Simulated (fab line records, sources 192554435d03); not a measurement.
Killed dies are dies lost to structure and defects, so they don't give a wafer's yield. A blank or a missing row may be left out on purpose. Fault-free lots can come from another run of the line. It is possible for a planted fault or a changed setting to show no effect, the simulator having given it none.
Problem report in the 8D (eight disciplines) form, filled by code + flow n5_finfet + the parts of the form that need people (team, actions taken, sign-off) are left out

## 1. THE ISSUE
Mean of etch_rf_on_time_s at N5_GATE_CUT_CUT_ETCH_54: 47.9 s across 2 wafers in 2 lots; on wafers with no fault it is 37.4 s (standard deviation 0.94). Relative to the usual mean, that is a shift of +11 standard deviations.
The step: etches TiN in Cl2/BCl3, target depth 96.7 nm.
Earliest sighting: wafer L742.1 on rie_metal-02 at day 8 00:25. At this step, 25 wafers from 9 lots have a number in the record. By rule, "out" or "out of limits" means more than 4 standard deviations away from the usual mean. Any other wafer with a number is counted as sound.

## 2. WHAT IT IS, WHAT IT ISN'T
| question                    | is                | is not                                                                                       |
|-----------------------------|-------------------|----------------------------------------------------------------------------------------------|
| which readings at this step | etch_rf_on_time_s | bcl3_flow_sccm, drypump_motor_current_A, oes_product_au, throttle_valve_pct                  |
| which lots                  | L742, L743        | L729, L733, L734, L748, L749, L751, L752                                                     |
| which wafers of those lots  | L742.1, L743.1    | L742.2, L743.3                                                                               |
| read on which tools         | rie_metal-02      | rie_metal-01, rie_metal-03                                                                   |
| when                        | from day 8 00:25  | up to then (10 sound wafers); but 13 sound wafers of L743, L748, L749, L751, L752 came after |

## 3. SUSPECTS, AND WHAT RULES EACH OUT
Counting: a tool at a process step up to the reading stays a suspect if it ran every lot that is out. Sound lots after the first of them don't rule it out here, since some wafers of a struck lot are sound.
- rie_metal-02 at N5_GATE_CUT_CUT_ETCH_54 (etches TiN in Cl2/BCl3, target depth 96.7 nm): kept. Every lot that is out went through it, the first being L742 (day 8 00:25); the last sound lot it ran before that was L734 (day 5 17:56). On those wafers its own readings are out: etch_rf_on_time_s.
The count leaves rie_metal-02 at N5_GATE_CUT_CUT_ETCH_54.

## 4. THE CAUSE (what the simulator had put in)
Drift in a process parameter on rie_metal-02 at N5_GATE_CUT_CUT_ETCH_54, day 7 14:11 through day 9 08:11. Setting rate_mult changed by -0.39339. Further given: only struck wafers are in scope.
After counting, this tool was the only one left.

## 5. SEQUENCE OF EFFECTS, ordered by route
Each row: a reading where the mean over the struck wafers with a number is more than 3 standard deviations away from the usual. Only readings whose record carries a usual standard deviation are examined. hours: median over the lots of the time between each lot's start at the first step of this table that gives one and its start at this step. sigmas: the change, counted in usual standard deviations.
| hours | step                    | reading              | usual     | on struck wafers | change | sigmas      |
|-------|-------------------------|----------------------|-----------|------------------|--------|-------------|
| 0     | N5_GATE_CUT_CUT_ETCH_54 | etch_rf_on_time_s    | 37.4 s    | 47.9             | +10.5  | +11         |
| 0     | N5_GATE_CUT_CUT_ETCH_55 | oes_product_au       | 0.80 a.u. | 0.39             | -0.41  | -3.7        |
| 236   | N5_PASSIVATION_PROBE_49 | defect_limited_yield | 91.3 %    | 2.5              | -88.8  | -63         |
| 236   | N5_PASSIVATION_PROBE_49 | killed_at_front_end  | 40        | 1098             | +1058  | +99 or more |
| 236   | N5_PASSIVATION_PROBE_49 | killed_dies          | 103       | 1150             | +1048  | +62         |
| 236   | N5_PASSIVATION_PROBE_49 | killed_on_rim        | 13        | 144              | +131   | +30         |
| 236   | N5_PASSIVATION_PROBE_49 | sort_bin_5_function  | 5.1 %     | 94.2             | +89.2  | +92         |
| 236   | N5_PASSIVATION_PROBE_49 | sort_n_pass          | 1077      | 30               | -1048  | -62         |
| 236   | N5_PASSIVATION_PROBE_49 | sort_yield_pct       | 91.2 %    | 2.5              | -88.7  | -63         |
Here are the process steps it includes:
- N5_GATE_CUT_CUT_ETCH_54: etches TiN in Cl2/BCl3, target depth 96.7 nm.
- N5_GATE_CUT_CUT_ETCH_55: etches HfO2 in BCl3, target depth 3.2 nm.
- N5_PASSIVATION_PROBE_49

## 6. WHAT WOULD HAVE CAUGHT IT SOONER
In this record no reading fell out of limits until day 8 00:25, 10 hours after the fault had begun at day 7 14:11.
